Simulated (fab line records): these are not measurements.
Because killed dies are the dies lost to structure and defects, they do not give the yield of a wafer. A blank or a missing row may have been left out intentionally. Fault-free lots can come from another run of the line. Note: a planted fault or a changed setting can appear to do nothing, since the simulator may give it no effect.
8D (eight disciplines) problem report, filled in by code :: flow nandHarc :: the parts of the form that need people (team, actions taken, sign-off) are left out

1. WHAT IS WRONG
At NHARC_A_M1_CD_MEAS_09, cdNm averages 94.4 nm over 2 wafers from 2 lots, while fault-free wafers read 120.0 nm, standard deviation 0.45. Relative to the usual mean, that is a shift of -57 standard deviations.
The step: target cd 120 nm.
The first sign was on wafer L681.5 at day 29 12:28, on cdSem-01. The record holds 42 wafers of 14 lots with a number at this step. The rule behind "out" and "out of limits": a value lying over 4 standard deviations away from the usual mean. The other wafers with a number count as sound.

2. WHAT IT IS, AND WHAT IT ISN'T
question: which readings at this step
is: cdNm
is not: -

question: which lots
is: L680, L681
is not: L664, L665, L666, L669, L670, L671, L673, L679, L683, L684, L686, L687

question: which wafers of those lots
is: L680.5, L681.5
is not: L680.1, L680.3, L681.1, L681.2

question: read on which gauges
is: cdSem-01, cdSem-02
is not: cdSem-03

question: when
is: from day 29 12:28
is not: up to then (26 sound wafers); but 14 sound wafers of L680, L683, L684, L686, L687 came after

3. THE SUSPECTS, EACH WITH WHAT RULES IT OUT
Counting: a tool at a process step up to the reading stays a suspect if it ran every lot that is out. Sound lots after the first of them don't rule it out here, since some wafers of a struck lot are sound.
- the gauge at NHARC_A_M1_CD_MEAS_09 is ruled out. Those wafers that are out were read across 2 gauges (cdSem-01, cdSem-02).
- rieDiel-02 at NHARC_A_M0_ETCH_15 (etches the open film in C4F8/Ar, target depth 150 nm, overetch 15 nm, time 82.5 s): kept. Ran every lot that is out, first one L681 (day 29 10:16); last sound lot up to then L679 (day 28 19:27). NHARC_A_M0_ETCH_15 gives no start for some lots, so the hours and the order of its lots are those of NHARC_A_M0_ANNEAL_30.
- lithoTrack-04 at NHARC_A_M1_PEB_07 (peb time 65 s): kept. Ran every lot that is out, first one L681 (day 29 12:23); last sound lot up to then L671 (day 25 10:58). Its own heaterPowerTotalW readings are out on those wafers.
What counting leaves: rieDiel-02 at NHARC_A_M0_ETCH_15 and lithoTrack-04 at NHARC_A_M1_PEB_07.

4. THE CAUSE (what the simulator had put in)
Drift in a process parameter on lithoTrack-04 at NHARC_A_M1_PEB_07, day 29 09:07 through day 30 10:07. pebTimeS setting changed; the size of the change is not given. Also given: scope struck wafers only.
Of the 2 suspects that counting leaves, this tool is one.

5. THE CHAIN OF EFFECTS, in route order
Rows list readings where the struck wafers' mean (over those with a number) sits beyond 3 standard deviations from the usual. Scope: only readings with a usual standard deviation given in the record; hours: median across lots of the time from each lot's start at the first step in this table that gives one to its start at this step; sigmas: change in usual standard deviations.
hours: 0
step: NHARC_A_M1_PEB_07
reading: heaterPowerTotalW
usual: 156.6 W
on struck wafers: 223.8
change: +67.2
sigmas: +99 or more

hours: 0
step: NHARC_A_M1_CD_MEAS_09
reading: cdNm
usual: 120.0 nm
on struck wafers: 94.4
change: -25.6
sigmas: -57

hours: 4
step: NHARC_A_M1_CD_MEAS_16
reading: cdNm
usual: 119.9 nm
on struck wafers: 94.7
change: -25.2
sigmas: -41
Here are the process steps it includes:
- NHARC_A_M1_PEB_07: peb time 65 s.
Readings that are blank on the struck wafers while sound wafers have them: plateTempC at NHARC_A_M1_PEB_07.
Later measuring or inspecting steps at which every struck wafer that the step has a row for has a number for every such reading, and none has moved that far: NHARC_A_M1_INSPECT_11.

6. WHAT WOULD HAVE CAUGHT IT SOONER
Counted from the fault's start at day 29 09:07, it took 3 hours until the first out-of-limits reading at a measuring or inspecting step in this record, taken at day 29 12:28.
Tool's own readings at NHARC_A_M1_PEB_07, heaterPowerTotalW: out on all struck wafers the step has rows for; an alarm limit on them would have tripped on the first.
Lots out: 2; of these, L680 started NHARC_A_M1_PEB_07 on lithoTrack-04 after day 29 12:28. It would have been spared by a hold on the tool at that moment.
